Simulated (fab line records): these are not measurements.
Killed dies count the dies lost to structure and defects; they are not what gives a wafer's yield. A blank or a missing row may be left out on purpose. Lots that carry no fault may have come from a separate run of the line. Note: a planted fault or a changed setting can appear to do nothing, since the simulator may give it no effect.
Split-lot study | flow n5Finfet | on a route of 1938 steps: 7 lots, 21 wafers read

SPLIT DETAILS
At N5_HKMG_FIN_PEB_47 (peb time 60 s), the setting pebTimeS was moved away from the recipe's 60 s on 8 of the 21 wafers read, by -19.5% to +13.7%. All remaining wafers had this setting at the recipe value.

BETWEEN THE SPLIT AND THE READING: the file shows 1 step in between
- N5_HKMG_FIN_DEVELOP_48: develop time 30 s

THE READING
cdNm (nm) at N5_HKMG_FIN_CD_MEAS_49, where the cd target is 202 nm. A value of 202.0 nm with a standard deviation of 0.55 nm is what fault-free wafers of this fab line usually give.

wafer  | tool, chamber at the split | pebTimeS as run, s | against the recipe | cdNm, nm | against lot-mates on the recipe
L074.1 | lithoTrack-02, 0           | 60                 | recipe             | 202.0    | -
L074.3 | lithoTrack-02, 0           | 60                 | recipe             | 201.7    | -
L074.5 | lithoTrack-02, 0           | 60                 | recipe             | 201.7    | -
L075.1 | lithoTrack-01, 0           | 60                 | recipe             | 202.0    | -
L075.3 | lithoTrack-01, 0           | 51.73              | -13.8%             | 197.3    | -4.7
L075.6 | lithoTrack-01, 0           | 51.73              | -13.8%             | 197.1    | -4.9
L076.3 | lithoTrack-01, 0           | 60                 | recipe             | 201.8    | -
L076.5 | lithoTrack-01, 0           | 48.27              | -19.5%             | 194.1    | -7.7
L076.6 | lithoTrack-01, 0           | 48.27              | -19.5%             | 194.1    | -7.7
L079.1 | lithoTrack-05, 0           | 60                 | recipe             | 201.1    | -
L079.5 | lithoTrack-05, 0           | 60                 | recipe             | 200.9    | -
L079.6 | lithoTrack-05, 0           | 60                 | recipe             | 200.8    | -
L089.2 | lithoTrack-01, 0           | 60                 | recipe             | 202.3    | -
L089.4 | lithoTrack-01, 0           | 60                 | recipe             | 202.0    | -
L089.5 | lithoTrack-01, 0           | 60                 | recipe             | 202.3    | -
L091.1 | lithoTrack-02, 0           | 60                 | recipe             | 202.2    | -
L091.3 | lithoTrack-02, 0           | 68.23              | +13.7%             | 205.1    | +2.9
L091.5 | lithoTrack-02, 0           | 68.23              | +13.7%             | 204.7    | +2.5
L096.2 | lithoTrack-02, 0           | 60                 | recipe             | 201.3    | -
L096.3 | lithoTrack-02, 0           | 52.86              | -11.9%             | 198.0    | -3.3
L096.5 | lithoTrack-02, 0           | 52.86              | -11.9%             | 197.3    | -4.0

THE FIT
A straight line over all 21 wafers: cdNm changes by +0.327 nm for each +1% of pebTimeS; r = +0.98; the points scatter about the line by 0.67 nm.
The same after taking each lot's own level away (the mean of its wafers on the recipe; 21 wafers): +0.318 nm for each +1%; r = +0.97; scatter 0.67 nm.
That fit puts the effect of the largest move of pebTimeS on the reading at 6.2 nm.
From 200.93 to 202.20 nm: that is the span of the lots' own levels, equal to 2.3 times the standard deviation above.
Hence the lot-to-lot level has little effect on the slope; both slopes agree.
Check: -6.22 nm against its lot-mates is what the line predicts for one of the wafers moved furthest among these (-19.5%) when that wafer is left out of the fit. Against them it came out at -7.7 nm.

THE OTHER SPLITS THESE WAFERS WENT THROUGH
Before the reading, these wafers also passed through other splits. Each is held against what the fit with the lots' levels taken away leaves over:
other split on the same wafers      | wafers away from the commonest value | r with cdNm (lot level and that fit taken away)
N5_SD_EPI_N_DEVELOP_08 developTimeS | 8                                    | +0.33
N5_SD_EPI_P_ETCH_16 targetDepthA    | 7                                    | +0.12
N5_SD_EPI_P_EPI_21 tempC            | 6                                    | -0.03
N5_SDB_ETCH_17 biasW                | 7                                    | -0.43
N5_SDB_CUT_ETCH_26 icpW             | 8                                    | -0.51

THE FILE'S OWN FIT
cdNm changes by +0.331 nm for each +1% of pebTimeS, r = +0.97.
